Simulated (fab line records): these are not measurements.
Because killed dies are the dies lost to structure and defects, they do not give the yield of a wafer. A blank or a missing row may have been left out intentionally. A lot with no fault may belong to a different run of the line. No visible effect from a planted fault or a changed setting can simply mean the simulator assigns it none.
A struck lot beside a sound one | flow nandHarc | 15 steps out of a route of 1302
Sound: these wafers, L557.3, L557.4, L557.6. The struck wafers were L555.2, L555.3, L555.4. The cause is given at the end.
Each step with rows lists, per side, the tool, then ch with its chambers, then its first start. Under that, the readings that differ: sound wafers | struck wafers | difference of the means | sigmas: that difference in standard deviations of wafers without a fault.
alike: same words and numbers on both sides, and readings whose means sit less than 2 such deviations apart. not compared: any withheld reading, any reading some wafer has no value for, any bound like >300 that may hide the same value, and any number with overlapping values for which the record gives no deviation.
A row with sigmas, a row that says differs or no value, or rows on one side alone: a step with any of these is where the two part. Non-overlapping numbers with no deviation appear without sigmas and do not part them. A reading missing from all wafers of one side parts the sides only when that side holds two or more wafers.

first, 4 steps without rows for these wafers: NHARC_P_M2_EBR_05; NHARC_P_M2_EXPOSE_06 (exposes mask P M2, target cd 170 nm); NHARC_P_M2_PEB_07 (peb time 65 s); NHARC_P_M2_DEVELOP_08 (develop time 35 s).
NHARC_P_M2_CD_MEAS_09: the cd target is 170 nm.
  sound on cdSem-02 ch 0, day 13 23:13; struck on cdSem-02 ch 0, day 13 06:32
  alike: cdNm
NHARC_P_M2_OVL_MEAS_10: pitch 340 nm.
  sound: overlay-02 at day 13 23:18; struck: overlay-02 at day 13 06:38
reading         | sound       | struck         | difference | sigmas
overlayXNm (nm) | 0.7 0.7 1.0 | -1.6 -1.1 -1.3 | -2.1       | -3
  alike: overlayYNm
NHARC_P_M2_INSPECT_11:
  sound: defectInspect-01 at day 13 23:20; struck: defectInspect-02 at day 13 06:40
  alike: rawDefectCount
NHARC_P_M2_DESCUM_14: chemistry O2, time 3 s.
  sound on rieDiel-10 ch 1,2,3, day 13 23:25; struck on rieDiel-10 ch 0,1,2, day 13 06:44
  alike: drypumpMotorCurrentA, oesProductAu, rfVppV, showerheadPlenumPTorr, throttleValvePct
  not compared: rfHoursCounterH
NHARC_P_M2_ETCH_35: etches the open film in N2/H2, target depth 40 nm, overetch 12 nm, time 43.94 s.
  sound on rieDiel-10 ch 0,1, day 13 23:29; struck on rieDiel-10 ch 0,2,3, day 13 06:49
  alike: biasW, chamberPressureMTorr, drypumpMotorCurrentA, oesProductAu, rfVppV, showerheadPlenumPTorr, throttleValvePct
  not compared: rfHoursCounterH
NHARC_P_M2_ETCH_15: etches the open film in C4F8/Ar, target depth 182.5 nm, time 91.2 s.
  sound: rieDiel-10 ch 2,3; struck: rieDiel-10 ch 1,2,3
  alike: biasW, chamberPressureMTorr, oesProductAu, rfVppV
  not compared: rfHoursCounterH
NHARC_P_M2_CD_MEAS_16:
  sound: cdSem-02 at day 13 23:43; struck: cdSem-03 at day 13 07:02
  alike: cdNm
NHARC_P_M2_STRIP_18: strips in N2/H2.
  sound on rieDiel-12 ch 1,3, day 13 23:47; struck on rieDiel-10 ch 0,1,3, day 13 07:07
  alike: drypumpMotorCurrentA, oesProductAu, rfVppV, showerheadPlenumPTorr, throttleValvePct
  not compared: rfHoursCounterH
NHARC_P_M2_ETCH_28: etches the open film in CF4/N2, target depth 30 nm, time 72.99 s.
  sound on rieDiel-12 ch 0,1,2, day 14 00:01; struck on rieDiel-10 ch 1,2,3, day 13 07:21
  no value came back on the struck wafers for any of 7 readings (biasW (W), cf4FlowSccm (sccm) and others); on the sound wafers biasW (W) reads 99.50 100.42 99.73
  not compared: rfHoursCounterH
then, 1 step without rows for these wafers: NHARC_P_M2_STRIP_19 (strips in post etch residue remover, time 600 s).
-- record jumps: 17 days between struck wafers' starts before vs after; left off in module P_M2, resumes in module END, first step shown is number 1302 of the route --
NHARC_END_SORT_01:
  sound on prober-01 ch 0, day 31 14:40; struck on prober-01 ch 0, day 30 18:57
reading                | sound          | struck      | difference | sigmas
defectLimitedYield (%) | 88.9 91.9 92.2 | 0 0 0       | -91        | -35
killedAtPeriphery      | 6 4 6          | 618 611 602 | +605       | +99 or more
killedDies             | 75 55 53       | 677 677 677 | +616       | +34
  alike: killedAtArray, killedAtOther, killedOpen, killedShort

WHERE THEY PART
At NHARC_P_M2_OVL_MEAS_10 first; at NHARC_END_SORT_01 last (within this record only).

WHY: whatever the simulator had introduced
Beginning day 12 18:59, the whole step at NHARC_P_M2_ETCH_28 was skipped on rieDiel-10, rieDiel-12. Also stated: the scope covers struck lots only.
